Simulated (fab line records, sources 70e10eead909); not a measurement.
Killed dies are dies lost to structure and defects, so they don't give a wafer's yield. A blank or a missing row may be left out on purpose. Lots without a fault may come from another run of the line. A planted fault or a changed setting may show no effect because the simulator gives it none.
Chamber matching | flow nand_harc | NHARC_P_M2_STRIP_18 on rie_diel-08: 4 sister chambers
The step strips in N2/H2. 4 wafers are shown with their chamber, then 10 later ones without.

WAFERS WITH THEIR CHAMBER
wafer  | chamber | drypump_motor_current_A (A)
L085.6 | 1       | 5.0
L087.5 | 3       | 5.2
L091.1 | 0       | 5.0
L091.2 | 2       | 4.8

WAFERS WITHOUT THEIR CHAMBER
wafer  | drypump_motor_current_A (A)
L091.4 | 5.0
L094.1 | 4.8
L094.2 | 5.2
L094.3 | 5.0
L095.1 | 4.8
L095.4 | 5.0
L095.6 | 5.1
L096.2 | 4.8
L096.5 | 5.1
L096.6 | 4.8

WHICH CHAMBER EACH WENT THROUGH
wafer  | from the rows above          | in truth
L091.4 | can't be placed: 0 or 1      | 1
L094.1 | 2                            | 2
L094.2 | 3                            | 3
L094.3 | can't be placed: 0 or 1      | 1
L095.1 | 2                            | 2
L095.4 | can't be placed: 0 or 1      | 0
L095.6 | can't be placed: 0 or 1 or 3 | 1
L096.2 | 2                            | 2
L096.5 | can't be placed: 0 or 1 or 3 | 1
L096.6 | 2                            | 2
Placed correctly: 5 of 10. Can't be placed from these rows: 5 (the true chamber is among the candidates in 5). Placed wrongly: 0.
How it was worked out, from the rows above alone: a wafer's distance from a chamber is the root of the sum, over the readings, of the square of ((its reading less the chamber's mean) divided by the reading's scatter). The wafer belongs to the nearest chamber; if the next one is less than 2 further off, it can't be placed. A chamber's mean is the mean of its shown wafers. The scatter: with one shown wafer a chamber, the root of the mean of the squares of how far each hidden wafer lies from its nearest shown one.
